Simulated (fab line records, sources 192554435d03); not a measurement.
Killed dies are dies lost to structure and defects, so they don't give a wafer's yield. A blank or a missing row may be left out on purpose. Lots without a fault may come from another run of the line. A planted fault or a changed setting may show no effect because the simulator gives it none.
fab line records | flow n5_finfet
record lots=10 wafers=30 last_day=16
route steps=1938 shown BEOL_M4@1031 MIM_BOT_LITHO@1862 MIM_BOT_ETCH@1867 PASSIVATION@1928
lots that met no fault: from a run of the same line without faults
start_h: hours from the record's first day to the start of the lot's first wafer shown | wait_h: hours since the lot's step before | " the same as in the row above | L1.1+2: a row that stands for several wafers | - no value, or no start given | * or withheld: withheld | < > ~ a bound
route shown NAME@n: a module of which the file shows steps, and the number in the route of the first | usual: mean/standard deviation of fault-free wafers | same: alike in all rows | chamber/n: place in a boat | sites: the reading at each site | _std_site: their standard deviation | _edge_site: outer sites' mean less inner sites' | radius_mm: how far each site lies from the wafer's centre | mask NAME#n: copy n | behind: the tool/chamber that last shaped the wafer | hold: why the lot was held/for how many hours/how that ended | device: the transistor (n, p or np) that didn't switch | end of line: the same wafers' tests at the end of the route | a step without rows: its recipe alone | killed: dies lost to structure and defects at the first sort, not the wafer's yield | map: a wafer's dies, x killed, . not, _ none there
set.NAME: the setting as run; set.NAME@STEP: as run at that earlier step | model.NAME: the simulator's own value behind a step, which no gauge read
steps of the route over a sample of lots; a table a step, a row a wafer
services: from which hour (start_h, from the record's first day; less than 0 if before it) a tool's chamber was out of use, for how many hours, and why
## steps
# step N5_BEOL_M4_EXPOSE_08
# recipe mask_id=M4 na=0.33 source_shape=dipole sigma_inner=0.369 sigma_outer=0.767 polarization=unpolarized dose_mj=41.25
# same na=0.33
# columns lot.wafer tool chamber start_h wait_h mask
L754.2+4+6 euv_scanner-01 0 167.89 - M4#0
L757.1+4+6 euv_scanner-01 0 190.24 - M4#0
L758.1+3+6 euv_scanner-01 0 193.07 - M4#0
L756.1+3+6 euv_scanner-01 0 193.48 - M4#0
L760.1+4+6 euv_scanner-02 0 196.07 - M4#0
L761.1+2+4 euv_scanner-02 0 203.35 - M4#0
L762.3+5+6 euv_scanner-02 0 205.93 - M4#0
L765.2+5+6 euv_scanner-02 0 237.68 - M4#0
L768.1+3+6 euv_scanner-02 0 248.22 - M4#0
L773.1+3+4 euv_scanner-01 0 282.94 - M4#0
# step N5_BEOL_M4_RC_MEAS_101
# usual DIBL_N=36.3/1 DIBL_P=36.2/1.4 IOFF_N=0.157/0.021 IOFF_P=0.206/0.025 ION_N=673/9 ION_P=461/6.4 SS_N=71.5/0.5 SS_P=73.2/0.47 VT_N=249.9/2.4 VT_P=-250.6/2.9
# columns lot.wafer tool chamber start_h wait_h DIBL_N[mV/V] DIBL_P[mV/V] IOFF_N[nA/um] IOFF_P[nA/um] ION_N[uA/um] ION_P[uA/um] SS_N[mV/dec] SS_P[mV/dec] VT_N[mV] VT_P[mV]
L754.2 prober-02 0 178.17 0.2 36.3 36.9 0.150 0.209 659 457 71.7 72.9 252.3 -251.1
L754.4 " 0 " " 35.5 36.1 0.134 0.194 657 452 71.6 73.6 255.2 -251.2
L754.6 " 0 " " 37.9 38.2 0.171 0.225 669 461 72.7 74.3 250.0 -252.0
L757.1 prober-02 0 199.64 0.0 36.7 37.4 0.170 0.224 669 464 72.4 73.5 247.3 -249.1
L757.4 " 0 " " 35.1 36.1 0.145 0.196 665 456 71.5 73.2 251.9 -252.0
L757.6 " 0 " " 35.3 36.2 0.144 0.196 661 458 70.9 73.4 251.8 -252.4
L758.1 prober-01 0 201.54 0.0 37.5 35.9 0.151 0.199 668 464 71.5 73.9 250.2 -249.6
L758.3 " 0 " " 39.5 38.7 0.202 0.242 686 467 72.3 73.3 246.9 -247.3
L758.6 " 0 " " 38.3 37.6 0.181 0.226 686 469 71.5 73.5 250.7 -250.6
L756.1 prober-01 0 203.23 0.0 35.1 35.5 0.132 0.191 675 465 70.5 72.7 252.1 -252.4
L756.3 " 0 " " 36.8 37.4 0.159 0.221 679 471 71.0 73.3 246.7 -248.8
L756.6 " 0 " " 36.6 37.1 0.158 0.216 679 464 71.9 72.9 248.5 -251.5
L760.1 prober-02 0 206.44 0.0 36.2 35.7 0.148 0.186 673 457 71.8 73.9 250.7 -252.1
L760.4 " 0 " " 36.6 35.6 0.154 0.178 675 456 71.9 72.4 248.6 -251.9
L760.6 " 0 " " 36.2 35.8 0.151 0.182 677 467 71.1 73.3 250.7 -252.5
L761.1 prober-02 0 211.26 0.0 35.4 35.4 0.140 0.180 663 451 70.8 73.5 252.7 -250.7
L761.2 " 0 " " 36.5 36.8 0.175 0.203 685 465 72.0 73.5 246.5 -250.9
L761.4 " 0 " " 36.2 35.5 0.159 0.186 661 450 71.9 73.4 250.9 -254.0
L762.3 prober-02 0 215.13 0.3 35.7 34.6 0.132 0.177 668 458 71.7 72.9 250.7 -251.9
L762.5 " 0 " " 37.5 36.7 0.153 0.205 664 458 71.8 73.6 251.9 -251.3
L762.6 " 0 " " 35.7 34.4 0.135 0.174 659 456 71.9 72.6 251.5 -251.5
L765.2 prober-01 0 247.33 0.2 35.0 34.8 0.146 0.197 674 465 71.1 72.9 250.0 -252.0
L765.5 " 0 " " 35.3 35.0 0.152 0.201 661 454 71.4 73.1 254.8 -248.4
L765.6 " 0 " " 36.3 36.4 0.173 0.220 677 459 71.4 72.9 247.7 -250.4
L768.1 prober-01 0 255.63 0.0 36.5 35.7 0.142 0.199 665 454 71.3 73.1 250.0 -250.1
L768.3 " 0 " " 38.0 37.5 0.169 0.228 666 463 71.4 73.5 249.7 -248.1
L768.6 " 0 " " 36.4 35.4 0.138 0.196 658 456 71.1 73.1 250.6 -253.0
L773.1 prober-01 0 289.16 0.0 35.8 34.6 0.141 0.206 679 470 71.0 73.2 250.3 -247.9
L773.3 " 0 " " 36.5 34.8 0.147 0.210 665 463 71.5 72.5 248.9 -246.2
L773.4 " 0 " " 35.6 34.3 0.142 0.208 681 472 71.0 72.6 250.8 -247.9
# step N5_MIM_BOT_LITHO_CD_MEAS_08
# recipe target_cd_nm=3000 landing_energy_ev=500 detector=se_inlens polarity=opening
# usual cd_nm=3000.0/1.4
# columns lot.wafer tool chamber start_h wait_h cd_nm
L754.2 cd_sem-01 0 271.14 - 3000.6
L754.4 " 0 " " 2999.8
L754.6 " 0 " " 2997.6
L756.1 cd_sem-02 0 290.09 - 3001.1
L756.3 " 0 " " 3000.0
L756.6 " 0 " " 2998.5
L757.1 cd_sem-01 0 291.56 - 2999.1
L757.4 " 0 " " 2998.9
L757.6 " 0 " " 2998.3
L758.1 cd_sem-01 0 293.90 - 2999.4
L758.3 " 0 " " 2998.2
L758.6 " 0 " " 2999.6
L761.1 cd_sem-02 0 304.44 - 2999.6
L761.2 " 0 " " 2999.9
L761.4 " 0 " " 3000.1
L760.1 cd_sem-01 0 304.63 - 2998.5
L760.4 " 0 " " 2999.4
L760.6 " 0 " " 2997.8
L762.3 cd_sem-02 0 309.11 - 3000.4
L762.5 " 0 " " 2999.8
L762.6 " 0 " " 3000.9
L765.2 cd_sem-03 0 337.02 - 2998.2
L765.5 " 0 " " 2999.0
L765.6 " 0 " " 3000.6
L768.1 cd_sem-02 0 342.96 - 3001.9
L768.3 " 0 " " 3000.8
L768.6 " 0 " " 3001.6
L773.1 cd_sem-01 0 373.34 - 2998.3
L773.3 " 0 " " 2999.7
L773.4 " 0 " " 2997.3
# step N5_MIM_BOT_ETCH_ETCH_03
# recipe chemistry=Cl2/BCl3 target_depth_a=120 pressure_mtorr=8 icp_w=800 bias_w=100 Cl2_flow_sccm=20 bcl3_flow_sccm=80
# usual drypump_motor_current_A=5.8/0.43 oes_product_au=0.78/0.072 throttle_valve_pct=27.59/0.14
# columns lot.wafer tool chamber start_h wait_h drypump_motor_current_A oes_product_au rf_hours_counter_h throttle_valve_pct
L754.2 rie_metal-02 0 271.38 0.1 6.2 0.80 33 27.79
L754.4 " 0 " " 6.2 0.80 - 27.81
L754.6 " 1 " " 6.0 0.78 - 27.55
L756.1 rie_metal-03 0 290.33 0.1 5.1 0.84 18 27.70
L756.3 " 1 " " 6.0 0.70 - 27.52
L756.6 " 1 " " 6.0 0.69 - 27.52
L757.1 rie_metal-03 1 291.80 0.1 6.0 0.68 69 27.53
L757.4 " 0 " " 5.1 0.85 - 27.71
L757.6 " 0 " " 5.1 0.84 - 27.72
L758.1 rie_metal-01 0 294.14 0.1 6.2 0.70 73 27.37
L758.3 " 0 " " 6.2 0.70 - 27.36
L758.6 " 1 " " 5.3 0.94 - 27.50
L761.1 rie_metal-03 1 304.69 0.1 6.0 0.69 71 27.51
L761.2 " 0 " " 5.1 0.85 20 27.71
L761.4 " 0 " " 5.1 0.84 - 27.73
L760.1 rie_metal-03 1 304.90 0.1 6.0 0.69 71 27.52
L760.4 " 0 " " 5.1 0.84 - 27.72
L760.6 " 1 " " 6.0 0.68 - 27.53
L762.3 rie_metal-03 0 309.39 0.1 5.1 0.83 - 27.71
L762.5 " 1 " " 6.0 0.69 - 27.54
L762.6 " 0 " " 5.1 0.83 - 27.71
L765.2 rie_metal-02 1 337.32 0.1 6.0 0.78 42 27.55
L765.5 " 0 " " 6.2 0.79 - 27.79
L765.6 " 1 " " 6.0 0.78 - 27.57
L768.1 rie_metal-02 1 343.34 0.1 6.0 0.78 42 27.57
L768.3 " 0 " " 6.2 0.79 - 27.81
L768.6 " 1 " " 6.0 0.77 - 27.55
L773.1 rie_metal-01 0 373.58 0.1 6.2 0.69 81 27.37
L773.3 " 1 " " 5.3 0.88 - 27.53
L773.4 " 0 " " 6.2 0.69 - 27.38
# step N5_PASSIVATION_DESCUM_46
# recipe chemistry=O2 time_s=7.9 source_power_w=50 bias_power_w=20 pressure_mtorr=20 rf_frequency_hz=2.712e+07 temp_c=40 o2_flow_sccm=225
# usual bias_power_w=19.99/0.063 drypump_motor_current_A=5.8/0.57 o2_flow_sccm=225.1/0.63 oes_product_au=0.81/0.081 rf_vpp_V=242.8/1.3 showerhead_plenum_p_Torr=2.07/0.061 throttle_valve_pct=20.44/0.22
# columns lot.wafer tool chamber start_h wait_h bias_power_w drypump_motor_current_A o2_flow_sccm oes_product_au rf_hours_counter_h rf_vpp_V showerhead_plenum_p_Torr throttle_valve_pct
L754.2 rie_diel-04 1 278.07 0.1 19.99 6.0 225.2 0.88 39 244.6 2.04 20.36
L754.4 " 3 " " 20.00 6.0 225.5 0.80 97 245.5 2.20 20.38
L754.6 " 3 " " 19.90 6.0 224.8 0.81 - 245.7 2.20 20.37
L756.1 rie_diel-04 1 295.44 0.0 20.00 6.0 225.3 0.88 45 241.4 2.04 20.38
L756.3 " 3 " " 19.97 6.0 224.4 0.79 103 246.3 2.20 20.39
L756.6 " 1 " " 20.07 5.9 225.1 0.87 - 242.8 2.04 20.37
L757.1 rie_diel-02 2 299.75 0.0 20.02 6.5 225.4 0.78 132 243.7 2.09 20.57
L757.4 " 3 " " 19.94 5.1 225.8 0.93 11 241.9 2.05 20.57
L757.6 " 0 " " 19.88 5.3 225.1 0.82 - 242.8 2.04 20.05
L758.1 rie_diel-04 3 300.53 0.0 19.98 6.0 224.6 0.79 104 244.5 2.20 20.38
L758.3 " 1 " " 20.06 5.9 225.1 0.88 47 243.7 2.04 20.39
L758.6 " 3 " " 19.99 6.0 224.6 0.79 - 244.2 2.20 20.37
L761.1 rie_diel-06 0 312.16 0.2 20.05 6.8 225.8 0.74 158 240.9 1.99 20.12
L761.2 " 3 " " 20.02 4.9 226.0 0.76 143 243.7 2.09 20.57
L761.4 " 1 " " 19.97 5.7 225.3 0.71 188 245.5 2.17 20.90
L760.1 rie_diel-02 2 312.44 0.4 20.01 6.5 224.2 0.78 137 242.7 2.09 20.58
L760.4 " 3 " " 20.07 5.1 224.9 0.93 17 241.7 2.05 20.58
L760.6 " 0 " " 19.99 5.3 225.0 0.82 - 241.7 2.03 20.07
L762.3 rie_diel-02 1 315.43 0.0 20.04 5.5 225.3 0.96 6 244.1 2.14 20.34
L762.5 " 3 " " 19.91 5.1 225.9 0.92 - 242.1 2.05 20.59
L762.6 " 2 " " 20.00 6.5 225.4 0.77 - 243.8 2.09 20.59
L765.2 rie_diel-02 0 342.59 0.0 19.90 5.3 224.9 0.81 90 243.2 2.03 20.08
L765.5 " 0 " " 19.96 5.3 223.9 0.80 - 242.4 2.03 20.06
L765.6 " 3 " " 20.00 5.1 224.1 0.91 - 242.8 2.04 20.62
L768.1 rie_diel-02 3 348.89 0.0 20.11 5.1 224.4 0.90 30 242.8 2.04 20.61
L768.3 " 0 " " 19.98 5.3 224.5 0.80 92 241.8 2.03 20.07
L768.6 " 2 " " 20.12 6.5 224.7 0.77 - 243.5 2.08 20.60
L773.1 rie_diel-02 0 381.45 0.0 20.06 5.3 225.3 0.79 103 243.3 2.03 20.11
L773.3 " 2 " " 19.92 6.5 225.6 0.76 161 243.3 2.08 20.62
L773.4 " 3 " " 19.94 5.1 224.2 0.89 41 243.4 2.04 20.65
# step N5_PASSIVATION_PROBE_49
# usual defect_limited_yield=91.1/1.3 killed_at_M0_to_M3=36/10 killed_at_M4_up=14/4.4 killed_at_contacts=14/5.7 killed_at_front_end=39/9.4 killed_at_other=2.9/2.6 killed_dies=105/15 killed_on_rim=14/3.5 killed_open=70/12 killed_short=34/7.1 sort_bin_5_function=5.3/0.77 sort_bin_6_memory=3.3/0.66 sort_n_pass=1075/15 sort_yield_pct=91.1/1.3
# same gross_dies=1180 killed_at_back_side=0 sort_bin_4_leakage[%]=0 sort_bin_8_speed[%]=0
# columns lot.wafer tool chamber start_h wait_h defect_limited_yield[%] killed_at_M0_to_M3 killed_at_M4_up killed_at_contacts killed_at_front_end killed_at_other killed_dies killed_on_rim killed_open killed_short sort_bin_5_function[%] sort_bin_6_memory[%] sort_n_pass sort_yield_pct[%]
L765.2 prober-01 - 345.69 0.1 91.4 41 12 12 29 7 101 12 70 31 5.1 3.3 1079 91.4
L765.5 prober-01 - 345.84 0.2 63.7 50 322 16 34 6 428 59 77 38 20.9 12.9 752 63.7
L765.6 prober-01 - 345.89 0.3 91.9 39 11 8 35 2 95 10 60 35 5.5 2.2 1085 91.9
L768.1 prober-02 - 351.94 0.0 68.4 37 285 11 40 0 373 50 60 34 18.1 11.2 807 68.4
L768.3 prober-02 - 352.04 0.1 92.1 27 13 14 37 2 93 16 63 30 4.7 3.2 1087 92.1
L768.6 prober-02 - 352.19 0.3 90.3 48 11 21 33 2 115 21 83 31 6.0 3.4 1065 90.3
# killed by level:class
L765.2 MOL_CONTACT_COAG:geometric_particle:open=10 BEOL_M4:geometric_particle:open=9 STI_FIN_REVEAL:geometric_particle:open=7 BEOL_M0_SAQP:geometric_particle:open=7 BEOL_M2:geometric_particle:open=7 BEOL_M3:geometric_particle:open=7 BEOL_M3:geometric_particle:short=6 BEOL_M0_SAQP:geometric_particle:short=5
L765.5 BEOL_M4:area_expose=308 BEOL_M2:geometric_particle:open=12 MOL_CONTACT_COAG:geometric_particle:open=11 BEOL_M3:geometric_particle:open=10 BEOL_M0_SAQP:geometric_particle:short=8 BEOL_M0_SAQP:geometric_particle:open=7 STI_FIN_REVEAL:geometric_particle:open=6 BEOL_M4:geometric_particle:open=6
L765.6 BEOL_M3:geometric_particle:open=13 STI_FIN_REVEAL:geometric_particle:open=10 BEOL_M1:geometric_particle:open=7 BEOL_M4:geometric_particle:open=7 MOL_CONTACT_COAG:geometric_particle:open=6 DUMMY_GATE:geometric_particle:open=5 BEOL_M2:geometric_particle:short=5 BEOL_M0_SAQP:geometric_particle:short=4
L768.1 BEOL_M4:area_expose=275 BEOL_M2:geometric_particle:open=9 FIN_SAQP:geometric_particle:short=8 STI_FIN_REVEAL:geometric_particle:open=7 FIN_SAQP:geometric_particle:open=5 DUMMY_GATE:geometric_particle:open=5 MOL_CONTACT_COAG:geometric_particle:short=5 MOL_CONTACT_COAG:geometric_particle:open=5
L768.3 STI_FIN_REVEAL:geometric_particle:open=12 MOL_CONTACT_COAG:geometric_particle:open=12 BEOL_M1:geometric_particle:open=10 FIN_SAQP:geometric_particle:short=5 GATE_CUT:geometric_particle:short=5 FIN_SAQP:geometric_particle:open=4 BEOL_M6:geometric_particle:open=4 BEOL_M2:geometric_particle:open=4
L768.6 MOL_CONTACT_COAG:geometric_particle:open=20 BEOL_M1:geometric_particle:open=12 BEOL_M0_SAQP:geometric_particle:open=9 BEOL_M3:geometric_particle:open=9 FIN_SAQP:geometric_particle:open=7 BEOL_M0_SAQP:geometric_particle:short=7 FIN_SAQP:geometric_particle:short=6 STI_FIN_REVEAL:geometric_particle:open=4
## services
# columns tool chamber start_h hours kind
euv_scanner-02 - 165.92 1.0 pm
rie_metal-01 - 175.05 14.6 pm
rie_diel-02 - 187.98 14.6 pm
euv_scanner-01 - 188.38 1.0 pm
euv_scanner-02 - 190.35 4.6 pm
euv_scanner-01 - 198.58 4.6 pm
euv_scanner-02 - 203.98 1.0 pm
rie_diel-04 1 209.25 5.5 repair
rie_diel-04 0 234.06 1.5 repair
euv_scanner-01 - 244.53 1.0 pm
rie_metal-01 - 248.80 28.1 pm
euv_scanner-02 - 260.13 1.0 pm
euv_scanner-02 - 279.53 1.3 repair
rie_metal-01 - 279.59 0.7 repair
euv_scanner-01 - 300.68 1.0 pm
euv_scanner-02 - 316.28 1.0 pm
rie_diel-04 1 342.58 5.9 repair
rie_diel-04 3 353.66 5.1 repair
euv_scanner-01 - 356.83 1.0 pm
euv_scanner-02 - 362.95 4.6 pm
euv_scanner-01 - 371.20 4.6 pm
rie_diel-02 - 374.68 2.8 pm
euv_scanner-02 - 375.80 1.0 pm
rie_diel-04 0 379.45 4.8 repair
## key
first_sign step=N5_PASSIVATION_PROBE_49 reading=killed_at_M4_up direction=up sigmas=65 usual=14 struck=304
effect step=N5_PASSIVATION_PROBE_49 reading=defect_limited_yield direction=down sigmas=20 usual=91.1 struck=66.1
more_kills_born_at N5_BEOL_M4_EXPOSE_08@euv_scanner-02=583
met_at N5_BEOL_M4_EXPOSE_08
struck_lots L765,L768
struck_wafers L765.5,L768.1
not_acting_at N5_MIM_BOT_LITHO_CD_MEAS_08,N5_MIM_BOT_ETCH_ETCH_03,N5_PASSIVATION_DESCUM_46
onset_between 205.93 237.68
fault kind=process_parameter_drift tool=euv_scanner-02 chamber=- onset_h=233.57 steps=N5_BEOL_M4_EXPOSE_08 channel=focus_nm offset=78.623 shape=step end_h=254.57 scope=struck_wafers_only
